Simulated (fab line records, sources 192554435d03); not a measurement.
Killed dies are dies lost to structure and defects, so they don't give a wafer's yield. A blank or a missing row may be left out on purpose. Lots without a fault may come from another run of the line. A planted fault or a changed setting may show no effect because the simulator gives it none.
fab line records | flow n5_finfet
record lots=6 wafers=17 last_day=17
route steps=1938 shown MOL_CONTACT_COAG@526 PASSIVATION@1936
lots that met no fault: from a run of the same line without faults
start_h: hours from the record's first day to the start of the lot's first wafer shown | wait_h: hours since the lot's step before | " the same as in the row above | L1.1+2: a row that stands for several wafers | - no value, or no start given | * or withheld: withheld | < > ~ a bound
route shown NAME@n: a module of which the file shows steps, and the number in the route of the first | usual: mean/standard deviation of fault-free wafers | same: alike in all rows | chamber/n: place in a boat | sites: the reading at each site | _std_site: their standard deviation | _edge_site: outer sites' mean less inner sites' | radius_mm: how far each site lies from the wafer's centre | mask NAME#n: copy n | behind: the tool/chamber that last shaped the wafer | hold: why the lot was held/for how many hours/how that ended | device: the transistor (n, p or np) that didn't switch | end of line: the same wafers' tests at the end of the route | a step without rows: its recipe alone | killed: dies lost to structure and defects at the first sort, not the wafer's yield | map: a wafer's dies, x killed, . not, _ none there
set.NAME: the setting as run; set.NAME@STEP: as run at that earlier step | model.NAME: the simulator's own value behind a step, which no gauge read
lots at some steps of the route; a table a step, a row a wafer
services: from which hour (start_h, from the record's first day; less than 0 if before it) a tool's chamber was out of use, for how many hours, and why
## steps
# step N5_MOL_CONTACT_COAG_CD_MEAS_08
# recipe target_cd_nm=28 landing_energy_ev=500 detector=se_inlens polarity=opening
# usual cd_nm=27.91/0.25
# columns lot.wafer tool chamber start_h wait_h cd_nm
L673.3 cd_sem-02 0 99.21 - 28.03
L673.5 " 0 " " 27.56
L673.6 " 0 " " 28.28
L681.1 cd_sem-03 0 155.14 - 27.88
L681.3 " 0 " " 27.93
L681.5 " 0 " " 27.88
L686.1 cd_sem-03 0 177.16 - 27.82
L686.2 " 0 " " 28.19
L686.3 " 0 " " 27.93
L687.4 cd_sem-01 0 184.32 - 27.97
L687.5 " 0 " " 28.80
L688.2 cd_sem-03 0 189.25 - 27.98
L688.4 " 0 " " 27.69
L688.5 " 0 " " 28.22
L694.1 cd_sem-02 0 229.32 - 27.71
L694.4 " 0 " " 27.97
L694.6 " 0 " " 28.21
# step N5_MOL_CONTACT_COAG_OVL_MEAS_09
# recipe points_per_wafer=522
# usual CA_OVL=-0.5/0.59
# columns lot.wafer tool chamber start_h wait_h CA_OVL[nm]
L673.3 overlay-02 0 99.25 0.0 -0.3
L673.5 " 0 " " -0.1
L673.6 " 0 " " 0.3
L681.1 overlay-02 0 155.17 0.0 -0.4
L681.3 " 0 " " -0.5
L681.5 " 0 " " -1.5
L686.1 overlay-02 0 177.19 0.0 0.1
L686.2 " 0 " " -1.0
L686.3 " 0 " " -0.4
L687.4 overlay-01 0 184.36 0.0 -1.4
L687.5 " 0 " " -0.7
L688.2 overlay-01 0 189.29 0.0 -0.5
L688.4 " 0 " " -0.5
L688.5 " 0 " " -0.3
L694.1 overlay-02 0 229.35 0.0 -0.5
L694.4 " 0 " " -0.6
L694.6 " 0 " " -0.3
# step N5_MOL_CONTACT_COAG_INSPECT_10
# recipe mode=adi inspect_instrument=brightfield
# usual raw_defect_count=77/28
# columns lot.wafer tool chamber start_h wait_h raw_defect_count
L673.3 defect_inspect-01 - 99.30 0.0 50
L673.5 " - " " 48
L673.6 " - " " 59
L681.1 defect_inspect-01 - 155.22 0.1 30
L681.3 " - " " 44
L681.5 " - " " 39
L686.1 defect_inspect-01 - 177.24 0.1 47
L686.2 " - " " 50
L686.3 " - " " 76
L687.4 defect_inspect-02 - 184.41 0.0 86
L687.5 " - " " 93
L688.2 defect_inspect-01 - 189.34 0.0 103
L688.4 " - " " 45
L688.5 " - " " 75
L694.1 defect_inspect-01 - 229.41 0.1 91
L694.4 " - " " 80
L694.6 " - " " 114
# step N5_MOL_CONTACT_COAG_DESCUM_13
# recipe chemistry=O2 time_s=7 source_power_w=50 bias_power_w=20 pressure_mtorr=20 rf_frequency_hz=2.712e+07 temp_c=40 resist=CAR-EUV o2_flow_sccm=225
# usual drypump_motor_current_A=5.7/0.37 oes_product_au=0.82/0.091 rf_vpp_V=243.3/1.2 showerhead_plenum_p_Torr=2.10/0.063 throttle_valve_pct=20.43/0.18
# columns lot.wafer tool chamber start_h wait_h drypump_motor_current_A oes_product_au rf_hours_counter_h rf_vpp_V showerhead_plenum_p_Torr throttle_valve_pct
L673.3 rie_diel-05 3 99.33 0.0 6.3 0.69 213 244.5 2.14 20.44
L673.5 " 2 " " 5.8 0.92 - 244.2 2.06 20.57
L673.6 " 1 " " 5.8 0.97 - 242.0 2.04 20.40
L681.1 rie_diel-05 3 155.63 0.4 6.3 0.69 238 242.6 2.13 20.50
L681.3 " 0 " " 5.7 0.81 89 244.3 2.12 20.11
L681.5 " 3 " " 6.3 0.69 - 244.6 2.13 20.48
L686.1 rie_diel-05 2 177.28 0.0 5.8 0.87 49 241.8 2.05 20.61
L686.2 " 3 " " 6.3 0.67 245 244.0 2.13 20.50
L686.3 " 0 " " 5.7 0.80 97 244.3 2.12 20.11
L687.4 rie_diel-05 0 184.44 0.0 5.7 0.80 99 244.3 2.12 20.12
L687.5 " 1 " " 5.9 0.90 - 241.4 2.03 20.46
L688.2 rie_diel-05 0 189.73 0.4 5.7 0.79 101 243.8 2.12 20.13
L688.4 " 1 " " 5.9 0.90 40 242.5 2.03 20.44
L688.5 " 3 " " 6.2 0.67 - 243.8 2.13 20.50
L694.1 rie_diel-01 3 229.48 0.1 5.6 0.67 241 244.4 2.16 20.70
L694.4 " 1 " " 6.1 0.82 99 242.6 2.11 20.50
L694.6 " 3 " " 5.6 0.68 - 245.3 2.16 20.72
# step N5_MOL_CONTACT_COAG_ETCH_59
# recipe chemistry=N2/H2 target=underlayer target_depth_a=130 mask_material=CAR-EUV time_s=10.4 ion_energy_ev=200 pressure_mtorr=30 source_w=840 bias_w=150 n2_flow_sccm=200 h2_flow_sccm=200 ends=cleared
# usual drypump_motor_current_A=5.7/0.38 etch_rf_on_time_s=10.29/0.18 h2_flow_sccm=200.0/0.65 oes_product_au=0.70/0.08 rf_vpp_V=524.3/2.1 showerhead_plenum_p_Torr=2.55/0.078 throttle_valve_pct=17.85/0.18
# columns lot.wafer tool chamber start_h wait_h drypump_motor_current_A etch_rf_on_time_s h2_flow_sccm oes_product_au rf_hours_counter_h rf_vpp_V showerhead_plenum_p_Torr throttle_valve_pct
L673.3 rie_diel-05 3 99.37 0.0 6.3 10.36 199.7 0.60 213 525.1 2.64 18.07
L673.5 " 2 " " 5.8 10.25 199.1 0.81 - 521.2 2.49 17.81
L673.6 " 1 " " 5.9 10.37 200.5 0.83 - 525.0 2.48 17.80
L681.1 rie_diel-05 3 155.66 0.0 6.3 10.33 200.0 0.58 238 525.8 2.63 18.11
L681.3 " 0 " " 5.7 10.37 200.5 0.69 89 525.8 2.59 17.62
L681.5 " 3 " " 6.3 10.42 199.5 0.58 - 526.1 2.63 18.11
L686.1 rie_diel-05 2 177.31 0.0 5.8 10.13 198.6 0.75 49 520.7 2.48 17.85
L686.2 " 3 " " 6.3 10.42 200.1 0.58 245 526.8 2.63 18.12
L686.3 " 0 " " 5.7 10.32 199.3 0.68 97 523.5 2.58 17.63
L687.4 rie_diel-05 0 184.47 0.0 5.7 10.41 200.6 0.67 99 525.3 2.58 17.63
L687.5 " 1 " " 5.9 10.25 199.6 0.76 - 521.0 2.47 17.85
L688.2 rie_diel-05 0 189.76 0.0 5.8 10.58 200.6 0.67 101 525.2 2.58 17.63
L688.4 " 1 " " 5.8 10.25 199.1 0.77 40 521.7 2.47 17.87
L688.5 " 3 " " 6.3 10.37 200.4 0.58 - 527.4 2.62 18.12
L694.1 rie_diel-01 3 229.52 0.0 5.6 10.52 199.9 0.57 241 525.1 2.61 18.08
L694.4 " 1 " " 6.1 10.11 200.4 0.70 99 524.7 2.54 17.79
L694.6 " 3 " " 5.6 10.47 199.4 0.57 - 527.0 2.61 18.09
# step N5_MOL_CONTACT_COAG_ETCH_105
# recipe chemistry=CF4 target=SiARC target_depth_a=156 mask_material=CAR-EUV time_s=26 ion_energy_ev=80 pressure_mtorr=40 source_w=545 bias_w=36 Ar_flow_sccm=100 cf4_flow_sccm=100 ends=cleared
# step N5_MOL_CONTACT_COAG_ETCH_106
# recipe chemistry=N2/H2 target=SOC target_depth_a=800 overetch_a=160 mask_material=SiARC temp_c=40 time_s=120 ion_energy_ev=200 pressure_mtorr=30 source_w=840 bias_w=150 n2_flow_sccm=200 h2_flow_sccm=200
# usual drypump_motor_current_A=5.7/0.38 h2_flow_sccm=200.0/0.63 oes_product_au=0.73/0.079 rf_vpp_V=524.1/2.3 showerhead_plenum_p_Torr=2.55/0.078 throttle_valve_pct=17.82/0.18
# columns lot.wafer tool chamber start_h wait_h drypump_motor_current_A h2_flow_sccm oes_product_au rf_hours_counter_h rf_vpp_V showerhead_plenum_p_Torr throttle_valve_pct
L673.3 rie_diel-05 3 99.41 0.0 6.2 199.6 0.63 213 525.8 2.64 18.04
L673.5 " 2 " " 5.8 200.1 0.83 - 522.3 2.49 17.79
L673.6 " 1 " " 5.9 199.5 0.87 - 522.4 2.48 17.78
L681.1 rie_diel-05 3 155.71 0.0 6.3 199.7 0.61 238 526.0 2.63 18.07
L681.3 " 0 " " 5.8 200.2 0.71 89 524.6 2.59 17.59
L681.5 " 3 " " 6.3 200.2 0.61 - 526.0 2.63 18.10
L686.1 rie_diel-05 2 177.36 0.0 5.8 200.0 0.78 49 521.7 2.48 17.84
L686.2 " 3 " " 6.2 200.5 0.61 245 527.0 2.62 18.09
L686.3 " 0 " " 5.7 199.7 0.70 97 523.7 2.59 17.59
L687.4 rie_diel-05 0 184.52 0.0 5.7 200.0 0.70 99 523.7 2.58 17.62
L687.5 " 1 " " 5.9 199.9 0.79 - 522.0 2.47 17.83
L688.2 rie_diel-05 0 189.81 0.0 5.7 199.9 0.70 101 525.1 2.58 17.59
L688.4 " 1 " " 5.8 200.9 0.79 40 522.2 2.47 17.84
L688.5 " 3 " " 6.3 200.8 0.60 - 525.7 2.62 18.11
L694.1 rie_diel-01 3 229.56 0.0 5.6 201.0 0.60 241 523.8 2.61 18.06
L694.4 " 1 " " 6.1 200.4 0.72 99 524.7 2.54 17.74
L694.6 " 3 " " 5.6 200.6 0.60 - 525.0 2.61 18.06
# step N5_MOL_CONTACT_COAG_STRIP_107
# recipe chemistry=N2/H2 temp_c=40 n2_flow_sccm=200 h2_flow_sccm=200 rf_frequency_hz=6e+07
# step N5_MOL_CONTACT_COAG_STRIP_108
# recipe chemistry=N2/H2 temp_c=40 n2_flow_sccm=200 h2_flow_sccm=200 rf_frequency_hz=6e+07
# step N5_MOL_CONTACT_COAG_CONTACT_ETCH_14
# recipe chemistry=C4F6/O2 target=SiO2 target_depth_a=275 overetch_a=85 mask_material=SOC pressure_mtorr=30 source_w=370 bias_w=185 Ar_flow_sccm=300 C4F6_flow_sccm=16 O2_flow_sccm=10 time_s=20 ion_energy_ev=259.6
# usual drypump_motor_current_A=5.7/0.38 mfc_ar_sccm=300.0/0.89 oes_product_au=0.69/0.074 rf_vpp_V=693.0/2.8 showerhead_plenum_p_Torr=2.88/0.08 throttle_valve_pct=21.23/0.19
# columns lot.wafer tool chamber start_h wait_h drypump_motor_current_A mfc_ar_sccm oes_product_au rf_hours_counter_h rf_vpp_V showerhead_plenum_p_Torr throttle_valve_pct
L673.3 rie_diel-05 3 99.51 0.0 6.3 299.6 0.60 213 695.1 2.96 21.40
L673.5 " 2 " " 5.8 300.0 0.79 - 690.5 2.81 21.28
L673.6 " 1 " " 5.9 301.1 0.82 - 691.4 2.80 21.16
L681.1 rie_diel-05 3 155.81 0.0 6.2 300.1 0.58 238 695.5 2.95 21.46
L681.3 " 0 " " 5.8 301.1 0.68 89 691.4 2.92 20.93
L681.5 " 3 " " 6.2 300.1 0.58 - 695.0 2.95 21.44
L686.1 rie_diel-05 2 177.46 0.0 5.8 299.4 0.75 49 690.5 2.80 21.31
L686.2 " 3 " " 6.3 298.3 0.58 245 695.0 2.95 21.45
L686.3 " 0 " " 5.7 301.3 0.68 97 693.5 2.92 20.95
L687.4 rie_diel-05 0 184.62 0.0 5.8 300.5 0.68 99 694.3 2.92 20.97
L687.5 " 1 " " 5.9 301.2 0.75 - 689.6 2.79 21.21
L688.2 rie_diel-05 0 189.91 0.0 5.7 299.3 0.66 101 692.8 2.92 20.97
L688.4 " 1 " " 5.9 300.9 0.75 40 690.1 2.79 21.22
L688.5 " 3 " " 6.3 298.4 0.57 - 696.1 2.95 21.44
L694.1 rie_diel-01 3 229.67 0.0 5.6 300.5 0.57 241 695.5 2.95 21.53
L694.4 " 1 " " 6.1 299.8 0.68 99 694.9 2.91 21.37
L694.6 " 3 " " 5.6 300.5 0.57 - 696.7 2.95 21.51
# step N5_MOL_CONTACT_COAG_STRIP_109
# recipe chemistry=C4F6/O2 resist=SiARC rf_frequency_hz=6e+07
# step N5_MOL_CONTACT_COAG_ETCH_15
# recipe chemistry=CH3F/O2 target=SiNx target_depth_a=70 mask_material=SOC stop_on=Si:P over_etch_frac=0.75 ion_energy_ev=120 pressure_mtorr=30 source_w=395 bias_w=73 Ar_flow_sccm=150 CH3F_flow_sccm=30 O2_flow_sccm=20
# usual drypump_motor_current_A=5.7/0.38 mfc_ar_sccm=149.9/0.44 oes_product_au=0.60/0.064 rf_vpp_V=298/5.7 showerhead_plenum_p_Torr=2.00/0.06 throttle_valve_pct=16.29/0.2
# columns lot.wafer tool chamber start_h wait_h drypump_motor_current_A mfc_ar_sccm oes_product_au rf_hours_counter_h rf_vpp_V showerhead_plenum_p_Torr throttle_valve_pct
L673.3 rie_diel-05 3 99.55 0.0 6.3 150.1 0.51 214 292 2.06 16.51
L673.5 " 2 " " 5.8 150.0 0.67 - 303 1.95 16.28
L673.6 " 1 " " 5.8 150.2 0.70 - 305 1.94 16.17
L681.1 rie_diel-05 3 155.84 0.0 6.2 149.6 0.50 238 293 2.05 16.56
L681.3 " 0 " " 5.7 149.6 0.59 89 292 2.03 16.02
L681.5 " 3 " " 6.3 149.5 0.50 - 293 2.05 16.55
L686.1 rie_diel-05 2 177.50 0.0 5.8 150.1 0.63 49 302 1.94 16.34
L686.2 " 3 " " 6.3 150.2 0.50 245 292 2.05 16.56
L686.3 " 0 " " 5.7 149.1 0.58 97 292 2.03 16.01
L687.4 rie_diel-05 0 184.66 0.0 5.7 150.5 0.58 99 293 2.03 16.03
L687.5 " 1 " " 5.8 150.0 0.66 - 305 1.93 16.24
L688.2 rie_diel-05 0 189.95 0.0 5.7 149.5 0.58 101 290 2.03 16.05
L688.4 " 1 " " 5.9 150.1 0.64 40 305 1.93 16.25
L688.5 " 3 " " 6.3 149.5 0.50 - 293 2.05 16.56
L694.1 rie_diel-01 3 229.70 0.0 5.6 149.5 0.49 241 301 2.06 16.65
L694.4 " 1 " " 6.1 149.5 0.59 99 295 2.02 16.37
L694.6 " 3 " " 5.6 149.5 0.50 - 300 2.06 16.66
# step N5_MOL_CONTACT_COAG_ETCH_110
# recipe chemistry=CF4/O2 target=Si target_depth_a=25 time_s=8 pressure_mtorr=100 source_w=200 bias_w=12 ion_energy_ev=60 Ar_flow_sccm=100 cf4_flow_sccm=100 O2_flow_sccm=10
# usual drypump_motor_current_A=5.7/0.38 mfc_ar_sccm=99.9/0.3 oes_product_au=0.82/0.093 rf_vpp_V=127.7/2.6 showerhead_plenum_p_Torr=2.23/0.059 throttle_valve_pct=10.68/0.27
# columns lot.wafer tool chamber start_h wait_h drypump_motor_current_A mfc_ar_sccm oes_product_au rf_hours_counter_h rf_vpp_V showerhead_plenum_p_Torr throttle_valve_pct model.etch.depth_nm model.SOC_of_MOL_CONTACT_COAG_COAT_103.thk_nm
L673.3 rie_diel-05 3 99.61 0.0 6.3 99.9 0.71 214 126.1 2.28 11.00 2.534 73.6
L673.5 " 2 " " 5.8 99.8 0.95 - 128.7 2.18 10.61 2.593 73.8
L673.6 " 1 " " 5.9 100.1 0.97 - 129.5 2.17 10.46 2.525 73.6
L681.1 rie_diel-05 3 155.90 0.0 6.3 99.9 0.69 238 124.5 2.27 11.08 2.525 73.4
L681.3 " 0 " " 5.7 99.9 0.80 89 125.2 2.25 10.38 2.489 73.4
L681.5 " 3 " " 6.3 99.7 0.69 - 125.0 2.27 11.09 2.514 73.6
L686.1 rie_diel-05 2 177.56 0.0 5.8 100.5 0.88 49 128.1 2.17 10.70 2.567 73.4
L686.2 " 3 " " 6.3 99.6 0.69 245 125.1 2.27 11.09 2.502 73.4
L686.3 " 0 " " 5.7 99.5 0.79 97 124.8 2.25 10.40 2.482 73.6
L687.4 rie_diel-05 0 184.72 0.0 5.7 99.7 0.69 99 125.2 2.24 10.40 1.966 73.6
L687.5 " 1 " " 5.8 99.5 0.89 - 131.1 2.16 10.56 2.514 73.6
L688.2 rie_diel-05 0 190.01 0.0 5.7 100.0 0.79 101 125.2 2.24 10.39 2.509 73.6
L688.4 " 1 " " 5.9 100.1 0.77 40 131.0 2.16 10.58 1.986 73.8
L688.5 " 3 " " 6.3 100.1 0.67 - 127.9 2.27 11.10 2.484 73.8
L694.1 rie_diel-01 3 229.76 0.0 5.6 99.7 0.68 241 130.1 2.28 11.15 2.473 73.8
L694.4 " 1 " " 6.1 100.6 0.82 99 125.5 2.25 10.72 2.54 73.6
L694.6 " 3 " " 5.6 99.8 0.66 - 129.2 2.28 11.14 2.447 74
# step N5_MOL_CONTACT_COAG_STRIP_98
# recipe chemistry=N2/H2 power_w=500 temp_c=40 pressure_mtorr=50 rf_frequency_hz=6e+07 overash_fraction=0.3 bias_power_w=8 h2_frac=0.5 n2_flow_sccm=300 h2_flow_sccm=300
# step N5_PASSIVATION_PROBE_49
# usual killed_at_M0_to_M3=31/11 killed_at_M4_up=14/5.1 killed_at_contacts=12/5.6 killed_at_front_end=42/12 killed_at_other=3.8/2.9 killed_dies=103/18 killed_open=67/14 killed_short=33/8
# same gross_dies=1180 killed_at_back_side=0
# columns lot.wafer tool chamber start_h wait_h killed_at_M0_to_M3 killed_at_M4_up killed_at_contacts killed_at_front_end killed_at_other killed_dies killed_open killed_short
L681.5 prober-02 - 368.11 0.2 35 11 12 33 5 96 76 20
L686.1 prober-01 - 368.34 0.0 40 9 10 35 10 104 64 40
L686.2 prober-01 - 368.39 0.1 36 17 19 38 13 123 78 45
L686.3 prober-01 - 368.44 0.1 33 12 13 49 0 107 80 27
L687.4 prober-02 - 384.37 0.2 27 18 6 38 7 96 58 35
L687.5 prober-02 - 384.42 0.2 42 10 9 50 3 114 65 37
L694.1 prober-01 - 416.36 0.0 23 9 3 43 1 79 54 25
L694.4 prober-01 - 416.51 0.2 31 5 6 47 4 93 62 30
L694.6 prober-01 - 416.61 0.3 26 18 13 36 3 96 66 26
# killed by level:class
L681.5 MOL_CONTACT_COAG:geometric_particle:open=9 BEOL_M1:geometric_particle:open=9 FIN_SAQP:geometric_particle:open=7 DUMMY_GATE:geometric_particle:open=7 BEOL_M0_SAQP:geometric_particle:open=7 STI_FIN_REVEAL:geometric_particle:open=6 BEOL_M0:geometric_particle:open=5 BEOL_M3:geometric_particle:open=4
L686.1 BEOL_M0_SAQP:geometric_particle:open=10 BEOL_M0_SAQP:geometric_particle:short=9 STI_FIN_REVEAL:geometric_particle:open=8 FIN_SAQP:geometric_particle:short=7 BEOL_M2:geometric_particle:open=7 BEOL_M1:geometric_particle:open=6 MOL_CONTACT_COAG:geometric_particle:short=5 MOL_CONTACT_COAG:geometric_particle:open=5
L686.2 BEOL_M1:geometric_particle:open=12 MOL_CONTACT_COAG:geometric_particle:open=11 STI_FIN_REVEAL:geometric_particle:open=10 BEOL_M4:geometric_particle:open=10 MOL_CONTACT_COAG:geometric_particle:short=8 BEOL_M0_SAQP:geometric_particle:short=8 BEOL_M2:geometric_particle:open=7 MIM_TOP_ETCH:geometric_particle:open=6
L686.3 STI_FIN_REVEAL:geometric_particle:open=29 MOL_CONTACT_COAG:geometric_particle:open=13 BEOL_M1:geometric_particle:open=13 STI_FIN_REVEAL:geometric_particle:short=8 BEOL_M0_SAQP:geometric_particle:short=7 BEOL_M4:geometric_particle:open=5 FIN_SAQP:geometric_particle:open=3 BEOL_M0_SAQP:geometric_particle:open=3
L687.4 BEOL_M0_SAQP:geometric_particle:short=11 GATE_CUT:geometric_particle:short=8 STI_FIN_REVEAL:geometric_particle:open=7 BEOL_M0_SAQP:geometric_particle:open=7 BEOL_M5:geometric_particle:open=7 FIN_SAQP:geometric_particle:open=5 MOL_CONTACT_COAG:geometric_particle:open=5 PASS1_CAP:geometric_particle:open=5
L687.5 HKMG_FIN:area_etch=10 FIN_SAQP:geometric_particle:short=8 STI_FIN_REVEAL:geometric_particle:open=8 BEOL_M0_SAQP:geometric_particle:short=8 BEOL_M1:geometric_particle:open=7 MOL_CONTACT_COAG:geometric_particle:open=7 BEOL_M3:geometric_particle:open=6 FIN_SAQP:geometric_particle:open=5
L694.1 STI_FIN_REVEAL:geometric_particle:open=12 FIN_SAQP:geometric_particle:short=7 BEOL_M3:geometric_particle:open=7 FIN_SAQP:geometric_particle:open=6 BEOL_M2:geometric_particle:open=6 BEOL_M1:geometric_particle:open=4 STI_FIN_REVEAL:geometric_particle:short=3 ILD0:geometric_particle:open=3
L694.4 STI_FIN_REVEAL:geometric_particle:open=13 BEOL_M0_SAQP:geometric_particle:open=9 BEOL_M2:geometric_particle:open=9 FIN_SAQP:geometric_particle:short=7 FIN_SAQP:geometric_particle:open=6 STI_FIN_REVEAL:geometric_particle:short=5 GATE_CUT:geometric_particle:short=4 MOL_CONTACT_COAG:geometric_particle:open=4
L694.6 BEOL_M2:geometric_particle:open=13 MOL_CONTACT_COAG:geometric_particle:open=10 BEOL_M4:geometric_particle:open=10 FIN_SAQP:geometric_particle:short=6 STI_FIN_REVEAL:geometric_particle:open=6 ILD0:geometric_particle:open=4 HKMG_FIN:area_etch=4 FIN_SAQP:geometric_particle:open=3
## services
# columns tool chamber start_h hours kind
rie_diel-01 2 79.53 - clean
rie_diel-01 2 79.53 - consumable_replace:focus_ring
rie_diel-01 2 79.53 25.2 scheduled_down
rie_diel-01 2 79.53 25.2 vent_cycle
rie_diel-05 1 89.71 3.3 repair
rie_diel-01 2 128.72 2.3 repair
rie_diel-05 3 194.37 - clean
rie_diel-05 3 194.37 - consumable_replace:focus_ring
rie_diel-05 3 194.37 13.7 scheduled_down
rie_diel-05 3 194.37 13.7 vent_cycle
## key
first_sign none at tools or gauges
model_effect step=N5_MOL_CONTACT_COAG_ETCH_110 value=etch.depth_nm without=2.516 struck=1.976
met_at N5_MOL_CONTACT_COAG_ETCH_110
struck_wafers L687.4,L688.4
tester_left_out L687,L688
baseline_loss step=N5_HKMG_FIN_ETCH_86 wafers=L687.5
onset_between 177.56 184.72
fault kind=process_parameter_drift tool=rie_diel-05 chamber=- onset_h=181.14 steps=N5_MOL_CONTACT_COAG_ETCH_110 channel=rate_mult offset=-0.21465 shape=step end_h=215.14 scope=struck_wafers_only
# tester_left_out: of these lots the tester's yield and bins aren't shown, on N5 and GAA mostly nor the transistor test; their killed dies are dies lost to structure and defects alone, not to doping, threshold or leakage, so they don't give the yield
# baseline_loss: these wafers lose ten dies or more at that step, a loss of the line's own and not of a fault; the sort's usual values leave them out
